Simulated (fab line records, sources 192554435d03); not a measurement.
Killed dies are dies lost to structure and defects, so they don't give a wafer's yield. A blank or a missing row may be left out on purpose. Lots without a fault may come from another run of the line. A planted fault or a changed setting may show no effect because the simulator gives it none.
Chamber matching | flow n5_finfet | N5_BEOL_M9_CURE_71 on uv_cure-01: 3 sister chambers
The step cures SiCOH lowk, time 240 s. 6 wafers are shown with their chamber, then 8 later ones without.

WAFERS WITH THEIR CHAMBER
wafer  | chamber | wafer_temp_C_max | lamp_power_pct (%)
L080.4 | 0       | 386.6            | 52.26
L084.4 | 1       | 387.2            | 52.26
L084.6 | 1       | 387.0            | 52.29
L092.3 | 2       | 386.2            | 52.38
L092.6 | 2       | 386.2            | 52.35
L095.2 | 0       | 386.7            | 52.29

WAFERS WITHOUT THEIR CHAMBER
wafer  | wafer_temp_C_max | lamp_power_pct (%)
L095.4 | 386.9            | 52.29
L095.5 | 386.2            | 52.34
L096.3 | 386.0            | 52.19
L096.4 | 386.1            | 52.33
L096.5 | 386.4            | 52.25
L097.1 | 385.8            | 52.32
L097.3 | 385.7            | 52.31
L097.4 | 386.1            | 52.35

WHICH CHAMBER EACH WENT THROUGH
wafer  | from the rows above     | in truth
L095.4 | can't be placed: 1 or 0 | 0
L095.5 | 2                       | 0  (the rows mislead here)
L096.3 | can't be placed: 0 or 2 | 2
L096.4 | 2                       | 2
L096.5 | 0                       | 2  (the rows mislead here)
L097.1 | 2                       | 2
L097.3 | 2                       | 2
L097.4 | 2                       | 2
Placed correctly: 4 of 8. Can't be placed from these rows: 2 (the true chamber is among the candidates in 2). Placed wrongly: 2.
How it was worked out, from the rows above alone: a wafer's distance from a chamber is the root of the sum, over the readings, of the square of ((its reading less the chamber's mean) divided by the reading's scatter). The wafer belongs to the nearest chamber; if the next one is less than 2 further off, it can't be placed. A chamber's mean is the mean of its shown wafers. The scatter: the root of (the sum of the squares of (reading less its chamber's mean) over the shown wafers, divided by (wafers less chambers)).
